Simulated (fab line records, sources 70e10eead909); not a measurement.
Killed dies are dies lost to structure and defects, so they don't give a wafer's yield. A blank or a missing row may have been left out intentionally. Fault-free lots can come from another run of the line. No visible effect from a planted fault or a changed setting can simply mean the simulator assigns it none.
Comparing a struck lot with a sound one || flow nand-harc || 15 steps out of a route of 1302
Sound: the wafers L693.1, L693.2, L693.3. Struck: wafer L694.1; the same lot's L694.5 was not struck, so it is left out; see the end for the cause.
Per side, at each step with rows, come the tool, then ch with its chambers, and then its first start. Under that, the readings that differ: sound wafers || struck wafers || difference of the means || sigmas: that difference in standard deviations of wafers without a fault.
alike: same words and numbers on both sides, and readings whose means sit less than 2 such deviations apart. not compared: any withheld reading, any reading some wafer has no value for, any bound like >300 that may hide the same value, and any number with overlapping values for which the record gives no deviation.
Wherever a step has rows on one side only, a row that says differs or no value, or a row with sigmas, the two part there. Non-overlapping numbers with no deviation appear without sigmas and do not part them. Lack of a reading on every wafer of one side parts them only where that side has two or more wafers.

first, 2 steps without rows for these wafers: NHARC_A_DECK1_JOINT_ANNEAL_28 (time 1800 s); NHARC_A_DECK1_JOINT_ANNEAL_29 (time 1800 s).
NHARC_A_DECK1_JOINT_CMP_02: polishes SiOx.
  sound on cmp-03 ch 0,2,3, day 19 20:58; struck on cmp-03 ch 0, day 20 09:07
  alike: motor-current-A, slurry-filter-dp-kPa
then, 1 step without rows for these wafers: NHARC_A_DECK1_JOINT_SRD_15.
NHARC_A_DECK1_JOINT_DEP_16: deposits SiO2, target thk 45 nm.
  sound on pecvd-03 ch 0,1,2, day 19 21:21; struck on pecvd-04 ch 1, day 20 09:30
  alike: heater-power-outer-w, heater-power-w, susceptor-temp-C, throttle-valve-pct
NHARC_A_DECK1_JOINT_THK_MEAS_17: measures by ellipsometry.
  sound on film-metro-02 at day 19 21:38; struck on film-metro-01 at day 20 09:43
  alike: thk-nm
NHARC_A_DECK1_JOINT_INSPECT_05:
  sound on defect-inspect-01 at day 19 21:40; struck on defect-inspect-01 at day 20 09:45
  alike: raw-defect-count
following that, 1 step holds no rows for these wafers, namely NHARC_A_ONON_D2_DEP_00 (target thickness 1000 nm).
NHARC_A_ONON_D2_THK_MEAS_02: measures by ellipsometry.
  sound on film-metro-02 at day 19 22:14; struck on film-metro-02 at day 20 10:29
  alike: thk-nm
following that, 1 step holds no rows for these wafers, namely NHARC_A_ONON_D2_DEP_03 (target thickness 1000 nm).
NHARC_A_ONON_D2_THK_MEAS_05: measures by ellipsometry.
  sound on film-metro-01 at day 19 22:49; struck on film-metro-02 at day 20 11:02
  alike: thk-nm
NHARC_A_ONON_D2_DEP_06: target thk 1000 nm.
  sound on pecvd-onon-04 ch 0, day 19 22:53; struck on pecvd-onon-04 ch 0, day 20 11:06
{"reading": "susceptor-temp-C (C)", "sound": "400.30 400.32 400.31", "struck": 399.65, "difference": -0.66, "sigmas": -3}
NHARC_A_ONON_D2_THK_MEAS_08: measures by ellipsometry.
  sound on film-metro-02 at day 19 23:24; struck on film-metro-02 at day 20 11:37
{"reading": "thk-nm (nm)", "sound": "997 1001 1001", "struck": 1560, "difference": "+560", "sigmas": "+82"}
following that, 1 step holds no rows for these wafers, namely NHARC_A_ONON_D2_DEP_09 (target thickness 1000 nm).
-- record jumps: 13 days between struck wafers' starts before vs after; left off in module A_ONON_D2, resumes in module END, first step shown is number 1302 of the route --
NHARC_END_SORT_01:
  the record has rows for the struck wafers here (prober-01 ch 0, day 33 09:08) and none for the sound ones

## WHERE THEY PART
Earliest at NHARC_A_ONON_D2_DEP_06; latest, in this record, at NHARC_END_SORT_01.

WHY: what had been put in by the simulator
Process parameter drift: pecvd-onon-04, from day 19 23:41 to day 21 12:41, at NHARC_A_ONON_D2_DEP_06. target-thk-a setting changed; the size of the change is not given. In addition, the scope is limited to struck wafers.
